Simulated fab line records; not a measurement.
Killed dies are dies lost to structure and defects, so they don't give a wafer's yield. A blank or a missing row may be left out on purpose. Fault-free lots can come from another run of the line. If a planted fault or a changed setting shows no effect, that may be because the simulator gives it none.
Which of the tools did it? || flow n5_finfet || 10 lots, 30 wafers sampled, at 5 steps of a route of 1938

== WHAT THE GAUGES READ, wafer by wafer ==
N5_BEOL_M4_RC_MEAS_101.
{"lot": "L869", "measured": "day 7 22:14", "on": "prober-01", "CJ_N": "4.43 4.47 4.41", "DIBL_N (mV/V)": "33.2 34.0 32.9", "DIBL_P (mV/V)": "33.2 35.0 32.9", "IOFF_N (nA/um)": "0.118 0.134 0.122", "IOFF_P (nA/um)": "0.19 0.22 0.19", "ION_N (uA/um)": "664 661 661", "ION_P (uA/um)": "460 466 459", "REXT_N (ohm.um)": "72.5 72.0 72.3", "SS_N (mV/dec)": "70.7 71.5 71.3", "SS_P (mV/dec)": "72.6 73.1 72.2", "VT_N (mV)": "253.6 251.4 250.9", "VT_P (mV)": "-248 -249 -250"}
{"lot": "L870", "measured": "day 8 03:34", "on": "prober-01", "CJ_N": "4.39 4.40 4.44", "DIBL_N (mV/V)": "37.4 34.4 35.2", "DIBL_P (mV/V)": "38.9 35.6 35.5", "IOFF_N (nA/um)": "0.206 0.145 0.154", "IOFF_P (nA/um)": "0.25 0.19 0.19", "ION_N (uA/um)": "692 676 664", "ION_P (uA/um)": "463 462 451", "REXT_N (ohm.um)": "78.7 78.5 78.2", "SS_N (mV/dec)": "72.8 71.5 71.9", "SS_P (mV/dec)": "74.3 73.1 72.6", "VT_N (mV)": "244.1 248.1 248.0", "VT_P (mV)": "-251 -254 -255"}
{"lot": "L872", "measured": "day 8 15:06", "on": "prober-02", "CJ_N": "4.51 4.40 4.50", "DIBL_N (mV/V)": "33.5 35.2 37.1", "DIBL_P (mV/V)": "30.8 33.0 34.6", "IOFF_N (nA/um)": "0.133 0.156 0.187", "IOFF_P (nA/um)": "0.20 0.23 0.26", "ION_N (uA/um)": "683 686 677", "ION_P (uA/um)": "480 476 471", "REXT_N (ohm.um)": "72.6 73.7 73.0", "SS_N (mV/dec)": "70.9 70.7 72.3", "SS_P (mV/dec)": "72.1 72.6 73.4", "VT_N (mV)": "249.5 249.5 245.7", "VT_P (mV)": "-248 -246 -244"}
{"lot": "L873", "measured": "day 8 17:10", "on": "prober-02", "CJ_N": "4.41 4.40 4.42", "DIBL_N (mV/V)": "37.9 36.6 39.2", "DIBL_P (mV/V)": "37.4 35.8 38.7", "IOFF_N (nA/um)": "0.156 0.136 0.189", "IOFF_P (nA/um)": "0.19 0.18 0.24", "ION_N (uA/um)": "664 662 678", "ION_P (uA/um)": "448 451 458", "REXT_N (ohm.um)": "74.5 75.9 75.2", "SS_N (mV/dec)": "71.6 71.7 72.0", "SS_P (mV/dec)": "73.6 73.1 73.8", "VT_N (mV)": "252.5 253.1 248.9", "VT_P (mV)": "-253 -254 -251"}
{"lot": "L874", "measured": "day 8 23:52", "on": "prober-02", "CJ_N": "4.43 4.40 4.35", "DIBL_N (mV/V)": "36.4 37.0 36.4", "DIBL_P (mV/V)": "34.9 35.9 35.9", "IOFF_N (nA/um)": "0.162 0.170 0.167", "IOFF_P (nA/um)": "0.20 0.22 0.23", "ION_N (uA/um)": "671 678 676", "ION_P (uA/um)": "463 467 469", "REXT_N (ohm.um)": "71.8 71.9 72.2", "SS_N (mV/dec)": "71.4 71.6 71.2", "SS_P (mV/dec)": "72.7 73.7 73.8", "VT_N (mV)": "250.1 246.8 247.0", "VT_P (mV)": "-250 -248 -247"}
{"lot": "L875", "measured": "day 9 06:56", "on": "prober-02", "CJ_N": "4.48 4.47 4.49", "DIBL_N (mV/V)": "36.3 36.4 36.9", "DIBL_P (mV/V)": "36.8 36.8 38.2", "IOFF_N (nA/um)": "0.176 0.164 0.171", "IOFF_P (nA/um)": "0.18 0.18 0.22", "ION_N (uA/um)": "673 676 683", "ION_P (uA/um)": "447 449 455", "REXT_N (ohm.um)": "76.7 75.4 75.5", "SS_N (mV/dec)": "72.0 72.0 72.6", "SS_P (mV/dec)": "73.6 73.6 73.5", "VT_N (mV)": "248.2 250.7 250.2", "VT_P (mV)": "-254 -252 -252"}
{"lot": "L881", "measured": "day 10 21:25", "on": "prober-01", "CJ_N": "4.41 4.39 4.42", "DIBL_N (mV/V)": "38.7 37.7 36.6", "DIBL_P (mV/V)": "37.3 36.7 34.5", "IOFF_N (nA/um)": "0.185 0.170 0.151", "IOFF_P (nA/um)": "0.24 0.22 0.19", "ION_N (uA/um)": "683 676 654", "ION_P (uA/um)": "466 463 450", "REXT_N (ohm.um)": "73.6 72.1 74.8", "SS_N (mV/dec)": "71.8 71.8 71.3", "SS_P (mV/dec)": "73.4 74.3 73.6", "VT_N (mV)": "248.5 249.2 253.6", "VT_P (mV)": "-250 -248 -251"}
{"lot": "L887", "measured": "day 12 17:29", "on": "prober-01", "CJ_N": "4.46 3.61 3.62", "DIBL_N (mV/V)": "35.4 36.0 36.6", "DIBL_P (mV/V)": "35.2 38.5 38.7", "IOFF_N (nA/um)": "0.131 0.144 0.149", "IOFF_P (nA/um)": "0.18 0.23 0.23", "ION_N (uA/um)": "675 640 646", "ION_P (uA/um)": "462 463 466", "REXT_N (ohm.um)": "76.3 83.2 82.7", "SS_N (mV/dec)": "70.7 70.7 71.1", "SS_P (mV/dec)": "72.7 74.0 74.1", "VT_N (mV)": "249.4 250.7 252.1", "VT_P (mV)": "-251 -249 -246"}
{"lot": "L889", "measured": "day 13 17:08", "on": "prober-01", "CJ_N": "4.37 4.34 4.37", "DIBL_N (mV/V)": "34.9 35.7 36.4", "DIBL_P (mV/V)": "34.5 36.9 37.7", "IOFF_N (nA/um)": "0.122 0.148 0.163", "IOFF_P (nA/um)": "0.17 0.21 0.21", "ION_N (uA/um)": "666 683 683", "ION_P (uA/um)": "455 467 465", "REXT_N (ohm.um)": "74.3 75.5 73.7", "SS_N (mV/dec)": "71.1 70.8 71.6", "SS_P (mV/dec)": "73.3 73.6 73.8", "VT_N (mV)": "253.6 250.6 250.1", "VT_P (mV)": "-252 -250 -251"}
{"lot": "L891", "measured": "day 15 05:43", "on": "prober-01", "CJ_N": "4.20 4.24 4.23", "DIBL_N (mV/V)": "35.2 34.7 36.7", "DIBL_P (mV/V)": "34.8 33.7 36.9", "IOFF_N (nA/um)": "0.156 0.139 0.201", "IOFF_P (nA/um)": "0.22 0.20 0.26", "ION_N (uA/um)": "662 670 694", "ION_P (uA/um)": "460 468 482", "REXT_N (ohm.um)": "75.8 74.5 73.6", "SS_N (mV/dec)": "71.1 70.9 71.0", "SS_P (mV/dec)": "73.1 72.1 73.1", "VT_N (mV)": "247.2 251.6 243.3", "VT_P (mV)": "-244 -245 -242"}

== WHICH TOOL RAN EACH LOT (tool, then ch and the chambers of the sampled wafers, then the start) ==
{"lot": "L869", "N5_SD_EPI_N_SD_RECESS_17": "rie_si-03 ch 0,3, day 3 03:21", "N5_BEOL_M4_SPUTTER_88": "pvd_sputter-03, day 7 20:13", "N5_BEOL_M4_SPUTTER_96": "pvd_sputter-03, day 7 21:05", "N5_BEOL_M4_PRE_CLEAN_60": "cvd_co-02 ch 0,1,2, day 7 21:58"}
{"lot": "L870", "N5_SD_EPI_N_SD_RECESS_17": "rie_si-05 ch 0,1,2, day 3 09:12", "N5_BEOL_M4_SPUTTER_88": "pvd_sputter-03, day 8 01:25", "N5_BEOL_M4_SPUTTER_96": "pvd_sputter-03, day 8 02:17", "N5_BEOL_M4_PRE_CLEAN_60": "cvd_co-01 ch 0,1,2, day 8 03:08"}
{"lot": "L872", "N5_SD_EPI_N_SD_RECESS_17": "rie_si-02 ch 1,2, day 3 19:51", "N5_BEOL_M4_SPUTTER_88": "pvd_sputter-03, day 8 13:08", "N5_BEOL_M4_SPUTTER_96": "pvd_sputter-03, day 8 14:01", "N5_BEOL_M4_PRE_CLEAN_60": "cvd_co-01 ch 0,1, day 8 14:50"}
{"lot": "L873", "N5_SD_EPI_N_SD_RECESS_17": "rie_si-02 ch 0,1,3, day 4 02:20", "N5_BEOL_M4_SPUTTER_88": "pvd_sputter-03, day 8 15:11", "N5_BEOL_M4_SPUTTER_96": "pvd_sputter-03, day 8 16:04", "N5_BEOL_M4_PRE_CLEAN_60": "cvd_co-01 ch 0,1,2, day 8 16:53"}
{"lot": "L874", "N5_SD_EPI_N_SD_RECESS_17": "rie_si-02 ch 1,2,3, day 4 06:20", "N5_BEOL_M4_SPUTTER_88": "pvd_sputter-02, day 8 21:53", "N5_BEOL_M4_SPUTTER_96": "pvd_sputter-02, day 8 22:46", "N5_BEOL_M4_PRE_CLEAN_60": "cvd_co-01 ch 1,2, day 8 23:36"}
{"lot": "L875", "N5_SD_EPI_N_SD_RECESS_17": "rie_si-02 ch 0,1,3, day 4 13:51", "N5_BEOL_M4_SPUTTER_88": "pvd_sputter-01, day 9 04:47", "N5_BEOL_M4_SPUTTER_96": "pvd_sputter-01, day 9 05:40", "N5_BEOL_M4_PRE_CLEAN_60": "cvd_co-01 ch 0,2, day 9 06:30"}
{"lot": "L881", "N5_SD_EPI_N_SD_RECESS_17": "rie_si-02 ch 0,2,3, day 6 00:50", "N5_BEOL_M4_SPUTTER_88": "pvd_sputter-02, day 10 19:21", "N5_BEOL_M4_SPUTTER_96": "pvd_sputter-02, day 10 20:14", "N5_BEOL_M4_PRE_CLEAN_60": "cvd_co-02 ch 0,1,2, day 10 21:08"}
{"lot": "L887", "N5_SD_EPI_N_SD_RECESS_17": "rie_si-02 ch 1,2, day 7 13:56", "N5_BEOL_M4_SPUTTER_88": "pvd_sputter-02, day 12 14:53", "N5_BEOL_M4_SPUTTER_96": "pvd_sputter-02, day 12 15:46", "N5_BEOL_M4_PRE_CLEAN_60": "cvd_co-02 ch 0,1,2, day 12 17:03"}
{"lot": "L889", "N5_SD_EPI_N_SD_RECESS_17": "rie_si-05 ch 0,1,3, day 8 07:42", "N5_BEOL_M4_SPUTTER_88": "pvd_sputter-03, day 13 14:38", "N5_BEOL_M4_SPUTTER_96": "pvd_sputter-03, day 13 15:31", "N5_BEOL_M4_PRE_CLEAN_60": "cvd_co-01 ch 1,2, day 13 16:22"}
{"lot": "L891", "N5_SD_EPI_N_SD_RECESS_17": "rie_si-03 ch 0,2,3, day 8 21:44", "N5_BEOL_M4_SPUTTER_88": "pvd_sputter-02, day 15 03:40", "N5_BEOL_M4_SPUTTER_96": "pvd_sputter-02, day 15 04:33", "N5_BEOL_M4_PRE_CLEAN_60": "cvd_co-02 ch 0,2, day 15 05:22"}
- N5_SD_EPI_N_SD_RECESS_17: chemistry HBr/Cl2/O2, target depth 41 nm, time 23.7 s, bt time 3 s.
- N5_BEOL_M4_SPUTTER_88: material Cu, target thk 4.5 nm, time 8.29 s.
- N5_BEOL_M4_SPUTTER_96: material Cu, target thk 4.5 nm, time 8.29 s.
- N5_BEOL_M4_PRE_CLEAN_60: time 15 s.

== WHAT THE TOOLS THEMSELVES READ (means of the sampled wafers that have a number; where no wafer has one, the mark that the record gives instead) ==
N5_SD_EPI_N_SD_RECESS_17.
{"lot": "L869", "tool": "rie_si-03", "drypump_motor_current_A (A)": 5.5, "oes_product_au (a.u.)": 0.985, "throttle_valve_pct (%)": 37.67}
{"lot": "L870", "tool": "rie_si-05", "drypump_motor_current_A (A)": 5.4, "oes_product_au (a.u.)": 1.006, "throttle_valve_pct (%)": 37.36}
{"lot": "L872", "tool": "rie_si-02", "drypump_motor_current_A (A)": 5.7, "oes_product_au (a.u.)": 1.020, "throttle_valve_pct (%)": 37.12}
{"lot": "L873", "tool": "rie_si-02", "drypump_motor_current_A (A)": 5.2, "oes_product_au (a.u.)": 1.005, "throttle_valve_pct (%)": 37.28}
{"lot": "L874", "tool": "rie_si-02", "drypump_motor_current_A (A)": 5.6, "oes_product_au (a.u.)": 1.009, "throttle_valve_pct (%)": 37.27}
{"lot": "L875", "tool": "rie_si-02", "drypump_motor_current_A (A)": 5.3, "oes_product_au (a.u.)": 1.012, "throttle_valve_pct (%)": 37.29}
{"lot": "L881", "tool": "rie_si-02", "drypump_motor_current_A (A)": 5.3, "oes_product_au (a.u.)": 1.015, "throttle_valve_pct (%)": 37.28}
{"lot": "L887", "tool": "rie_si-02", "drypump_motor_current_A (A)": 5.7, "oes_product_au (a.u.)": 1.017, "throttle_valve_pct (%)": 37.12}
{"lot": "L889", "tool": "rie_si-05", "drypump_motor_current_A (A)": 5.3, "oes_product_au (a.u.)": 1.007, "throttle_valve_pct (%)": 37.25}
{"lot": "L891", "tool": "rie_si-03", "drypump_motor_current_A (A)": 5.7, "oes_product_au (a.u.)": 0.986, "throttle_valve_pct (%)": 37.54}

N5_BEOL_M4_SPUTTER_88.
{"lot": "L869", "tool": "pvd_sputter-03", "throttle_valve_pct (%)": 29.2}
{"lot": "L870", "tool": "pvd_sputter-03", "throttle_valve_pct (%)": 29.2}
{"lot": "L872", "tool": "pvd_sputter-03", "throttle_valve_pct (%)": 28.2}
{"lot": "L873", "tool": "pvd_sputter-03", "throttle_valve_pct (%)": 28.2}
{"lot": "L874", "tool": "pvd_sputter-02", "throttle_valve_pct (%)": 29.8}
{"lot": "L875", "tool": "pvd_sputter-01", "throttle_valve_pct (%)": 30.1}
{"lot": "L881", "tool": "pvd_sputter-02", "throttle_valve_pct (%)": 30.0}
{"lot": "L887", "tool": "pvd_sputter-02", "throttle_valve_pct (%)": 30.5}
{"lot": "L889", "tool": "pvd_sputter-03", "throttle_valve_pct (%)": 29.2}
{"lot": "L891", "tool": "pvd_sputter-02", "throttle_valve_pct (%)": 30.4}

N5_BEOL_M4_SPUTTER_96.
{"lot": "L869", "tool": "pvd_sputter-03", "throttle_valve_pct (%)": 29.1}
{"lot": "L870", "tool": "pvd_sputter-03", "throttle_valve_pct (%)": 29.4}
{"lot": "L872", "tool": "pvd_sputter-03", "throttle_valve_pct (%)": 28.1}
{"lot": "L873", "tool": "pvd_sputter-03", "throttle_valve_pct (%)": 28.2}
{"lot": "L874", "tool": "pvd_sputter-02", "throttle_valve_pct (%)": 29.8}
{"lot": "L875", "tool": "pvd_sputter-01", "throttle_valve_pct (%)": 30.1}
{"lot": "L881", "tool": "pvd_sputter-02", "throttle_valve_pct (%)": 30.2}
{"lot": "L887", "tool": "pvd_sputter-02", "throttle_valve_pct (%)": 30.3}
{"lot": "L889", "tool": "pvd_sputter-03", "throttle_valve_pct (%)": 29.4}
{"lot": "L891", "tool": "pvd_sputter-02", "throttle_valve_pct (%)": 30.5}

N5_BEOL_M4_PRE_CLEAN_60.
{"lot": "L869", "tool": "cvd_co-02", "heater_power_w (W)": 84}
{"lot": "L870", "tool": "cvd_co-01", "heater_power_w (W)": 91}
{"lot": "L872", "tool": "cvd_co-01", "heater_power_w (W)": 89}
{"lot": "L873", "tool": "cvd_co-01", "heater_power_w (W)": 92}
{"lot": "L874", "tool": "cvd_co-01", "heater_power_w (W)": 95}
{"lot": "L875", "tool": "cvd_co-01", "heater_power_w (W)": 92}
{"lot": "L881", "tool": "cvd_co-02", "heater_power_w (W)": 84}
{"lot": "L887", "tool": "cvd_co-02", "heater_power_w (W)": 85}
{"lot": "L889", "tool": "cvd_co-01", "heater_power_w (W)": 97}
{"lot": "L891", "tool": "cvd_co-02", "heater_power_w (W)": 75}

== THE ANSWER, worked out from the rows above alone ==
Rule: what is usual is taken from the lots themselves. Put in order of their means at a reading, lots are off if they are a third of the lots or fewer, leave a main group of 4 or more, and stand apart from it by a gap of 3 or more times the standard deviation of the main group's means; of several such gaps the widest counts. If all means in a main group match to the digits the tables above print for the reading, that group is not used. A lot without any number at a reading at which 4 lots or more have one is off too. Any other lot the step has rows for is counted as sound. After the gauges, taken in route order, come the tools' own readings; for these a lot's mean is taken, as printed above. At the first step where some lot is off, the reading lying furthest off is the one used; lots without a number count as furthest.
Off: L887, at N5_BEOL_M4_RC_MEAS_101 (CJ_N). Mean 4.40 and standard deviation 0.071 in the main group.
A tool fits if, at a process step before that reading, it ran every lot that is off, and no sound lot after the first of them. The gauges at N5_BEOL_M4_RC_MEAS_101 are tried like those tools. One candidate fits, namely rie_si-02 at N5_SD_EPI_N_SD_RECESS_17. A fault onset in the window from L881 (day 6 00:50, its last sound lot) to L887 (day 7 13:56, its first lot off) fits.

== WHAT THE SIMULATOR HAD PUT IN ==
rie_si-02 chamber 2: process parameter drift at N5_SD_EPI_N_SD_RECESS_17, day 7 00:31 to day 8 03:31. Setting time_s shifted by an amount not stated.
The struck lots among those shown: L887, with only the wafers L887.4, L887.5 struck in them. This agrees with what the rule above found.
